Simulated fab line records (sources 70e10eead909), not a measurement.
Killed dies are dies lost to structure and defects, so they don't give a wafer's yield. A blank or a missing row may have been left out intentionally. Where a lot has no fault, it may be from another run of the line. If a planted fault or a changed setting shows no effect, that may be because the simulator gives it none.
Struck lot and sound lot, side by side / flow nandHarc / 18 steps out of a route of 1302
Sound: wafers L129.3, L129.4, L129.5. The struck wafers were L135.2, L135.3, L135.6. The cause comes at the end.
Each step with rows lists, per side, the tool, then ch with its chambers, then its first start. Under that, the readings that differ: sound wafers / struck wafers / difference of the means / sigmas: that difference in standard deviations of wafers without a fault.
alike: words and numbers the same on both sides, and readings whose means are apart by under 2 such deviations; not compared: readings that were withheld, readings missing a value for some wafer, numbers with overlapping values and no deviation given by the record, and bounds like >300 which may hide the same value.
A row with sigmas, a row that says differs or no value, or rows on one side alone: a step with any of these is where the two part. Non-overlapping numbers with no deviation appear without sigmas and do not part them. A reading missing from all wafers of one side parts the sides only when that side holds two or more wafers.

NHARC_P_M2_PRE_CLEAN_32: time 12 s.
  sound on pecvd-04 ch 0,1,2, day 10 15:47; struck on pecvd-04 ch 0,1,2, day 13 01:35
  alike: heaterPowerW, rfFwdPowerW
NHARC_P_M2_DEP_33: deposits SiCN, target thk 30 nm.
  sound on pecvd-04 ch 0,1,2, day 10 15:53; struck on pecvd-04 ch 0,1,2, day 13 01:41
  alike: heaterPowerW, rfFwdPowerW
NHARC_P_BONDPAD_DEP_00: deposits SiCN, target thk 250 nm.
  sound on pecvd-03 ch 0,1,2, day 10 16:21; struck on pecvd-03 ch 0,1,2, day 13 02:04
  alike: heaterPowerW, rfFwdPowerW
NHARC_P_BONDPAD_CMP_32: polishes SiCN, target thk 200 nm.
  sound on cmp-04 ch 0,3, day 10 16:40; struck on cmp-01 ch 0,1, day 13 02:28
  alike: motorCurrentA
NHARC_P_BONDPAD_THK_MEAS_33: measures by ellipsometry.
  struck on filmMetro-02, day 13 02:43; sound on filmMetro-01, day 10 16:55
  alike: thkNm
then, 7 steps without rows for these wafers: NHARC_P_BONDPAD_SRD_34; NHARC_P_BONDPAD_DEHYDRATE_01 (time 120 s); NHARC_P_BONDPAD_HMDS_02 (time 30 s); NHARC_P_BONDPAD_COAT_36 (time 65 s); NHARC_P_BONDPAD_COAT_03 (resist thk 600 nm); NHARC_P_BONDPAD_SOFTBAKE_04 (time 70 s); NHARC_P_BONDPAD_EBR_05.
NHARC_P_BONDPAD_EXPOSE_06: exposes mask P BPAD.
  sound on krfScanner-03 ch 0, day 10 17:13; struck on krfScanner-03 ch 0, day 13 03:08
reading=exposureDoseMJCm2; sound=37.07 37.09 37.05; struck=25.04 25.07 25.02; difference=-12.03; sigmas=-99 or more
  alike: mask
then, 2 steps without rows for these wafers: NHARC_P_BONDPAD_PEB_07 (peb time 80 s); NHARC_P_BONDPAD_DEVELOP_08 (time 50 s).
NHARC_P_BONDPAD_CD_MEAS_09: target cd 500 nm.
  sound on cdSem-03 ch 0, day 10 17:22; struck on cdSem-03 ch 0, day 13 03:17
reading=cdNm (nm); sound=500.0 502.0 500.1; struck=490.3 492.0 489.5; difference=-10.1; sigmas=-5
NHARC_P_BONDPAD_OVL_MEAS_38:
  struck on overlay-02, day 13 03:22; sound on overlay-02, day 10 17:27
  alike: overlayXNm, overlayYNm
-- record jumps: 18 days between struck wafers' starts before vs after; left off in module P_BONDPAD, resumes in module END, first step shown is number 1302 of the route --
NHARC_END_SORT_01:
  only the struck wafers appear in the record here, on prober-02 ch 0 at day 30 17:36; the sound ones have no rows

WHERE THEY PART
Last at NHARC_END_SORT_01 as far as this record goes, first at NHARC_P_BONDPAD_EXPOSE_06.

WHY: whatever the simulator had introduced
Process parameters drifting: krfScanner-03 at NHARC_P_BONDPAD_EXPOSE_06, beginning at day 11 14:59. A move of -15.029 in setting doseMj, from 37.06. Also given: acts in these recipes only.
